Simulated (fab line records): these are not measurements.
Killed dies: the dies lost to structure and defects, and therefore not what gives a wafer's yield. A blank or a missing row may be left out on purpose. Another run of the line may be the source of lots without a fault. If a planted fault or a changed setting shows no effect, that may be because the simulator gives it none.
Lot-split experiment | flow n5 finfet | 7 lots, 21 wafers read, on a route of 1938 steps

== THE SPLIT ITSELF ==
At N5_SD_EPI_P_EPI_21 (deposits SiGe:B, time 355 s), the setting temp c was moved away from the recipe's 550 C on 6 of the 21 wafers read, by -0.6% to +0.6%. For the rest of the wafers, this setting stayed at what the recipe calls for.

== FROM THE SPLIT TO THE READING: what the file shows between them, 6 steps ==
- N5_SD_EPI_P_EPI_MEAS_23
- N5_SD_EPI_P_HM_STRIP_48: strips SiNx in H3PO4, material SiNx, target depth 3 nm
- N5_SD_EPI_P_SRD_49: time 30 s
- N5_SD_EPI_P_PRECLEAN_24: cleans in O3/DIW, time 45 s
- N5_SD_ACTIVATION_RTA_00: time 0 s
- N5_SD_ACTIVATION_LSA_01: time 0.0008 s

== THE READING ==
RS_SD_P in ohm/sq, measured at N5_SD_ACTIVATION_RS_MEAS_03 by four-point-probe. Fault-free wafers of this fab line usually give 56.2 ohm/sq, standard deviation 1.1 ohm/sq.

wafer  | tool, chamber at the split | temp c as run, C | against the recipe | RS_SD_P, ohm/sq | against lot-mates on the recipe
L075.1 | epi rpcvd-03, 0            | 550              | recipe             | 55.9            | -
L075.4 | epi rpcvd-03, 0            | 550              | recipe             | 57.3            | -
L075.6 | epi rpcvd-03, 0            | 550              | recipe             | 56.9            | -
L077.1 | epi rpcvd-01, 0            | 550              | recipe             | 56.7            | -
L077.4 | epi rpcvd-01, 0            | 550              | recipe             | 57.4            | -
L077.5 | epi rpcvd-01, 0            | 548              | -0.4%              | 59.9            | +2.9
L084.2 | epi rpcvd-02, 0            | 550              | recipe             | 55.7            | -
L084.4 | epi rpcvd-02, 0            | 553.3            | +0.6%              | 51.5            | -4.2
L084.6 | epi rpcvd-02, 0            | 553.3            | +0.6%              | 51.5            | -4.2
L090.1 | epi rpcvd-02, 0            | 550              | recipe             | 56.6            | -
L090.4 | epi rpcvd-02, 0            | 550              | recipe             | 55.7            | -
L090.5 | epi rpcvd-02, 0            | 550              | recipe             | 56.2            | -
L092.2 | epi rpcvd-01, 0            | 553.1            | +0.6%              | 52.2            | -3.5
L092.3 | epi rpcvd-01, 0            | 550              | recipe             | 56.1            | -
L092.5 | epi rpcvd-01, 0            | 550              | recipe             | 55.2            | -
L095.2 | epi rpcvd-02, 0            | 550              | recipe             | 54.8            | -
L095.3 | epi rpcvd-02, 0            | 550              | recipe             | 54.8            | -
L095.6 | epi rpcvd-02, 0            | 550              | recipe             | 54.5            | -
L097.3 | epi rpcvd-01, 0            | 550              | recipe             | 56.7            | -
L097.4 | epi rpcvd-01, 0            | 546.7            | -0.6%              | 60.7            | +4.0
L097.6 | epi rpcvd-01, 0            | 546.7            | -0.6%              | 61.5            | +4.8

THE FIT
A straight line over all 21 wafers: RS_SD_P changes by -8 ohm/sq for each +1% of temp c; r = -0.95; the points scatter about the line by 0.84 ohm/sq.
The same after taking each lot's own level away (the mean of its wafers on the recipe; 21 wafers): -7.04 ohm/sq for each +1%; r = -0.99; scatter 0.39 ohm/sq.
Per that fit: largest temp c move, reading shift of 4.2 ohm/sq.
The span of the lots' own levels, 54.70 to 57.05 ohm/sq, comes to 2.1 times the standard deviation stated above.
So the lot-to-lot level changes the slope: the two fits differ.
Check: for one of the wafers moved furthest among these (+0.6%), held out of the fit, the line's prediction against its lot-mates is -4.16 ohm/sq. Against them it came out at -4.2 ohm/sq.

== THE WHOLE CHAIN: every reading that the file lists as answering this split, in the file's order ==
step                        | what it does                                           | reading                                                                           | change (the file's fit)              | r (the file's)
N5_SD_EPI_P_EPI_21          | deposits SiGe:B, time 355 s                            | SiGe-B_of_SD_EPI_P_EPI_21.thk nm (the simulator's own value, which no gauge read) | +6.76 nm for each +1% of the setting | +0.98
N5_SD_EPI_P_EPI_MEAS_23     |                                                        | thk nm                                                                            | withheld for each +1% of the setting | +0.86
N5_SD_EPI_P_HM_STRIP_48     | strips SiNx in H3PO4, material SiNx, target depth 3 nm | SiGe-B_of_SD_EPI_P_EPI_21.thk nm (the simulator's own value, which no gauge read) | +6.7 nm for each +1% of the setting  | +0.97
N5_SD_ACTIVATION_RS_MEAS_03 | measures by four-point-probe                           | RS_SD_P                                                                           | -6.91 for each +1% of the setting    | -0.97

== THE FILE'S OWN FIT ==
RS_SD_P changes by -6.91 ohm/sq for each +1% of temp c, r = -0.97.
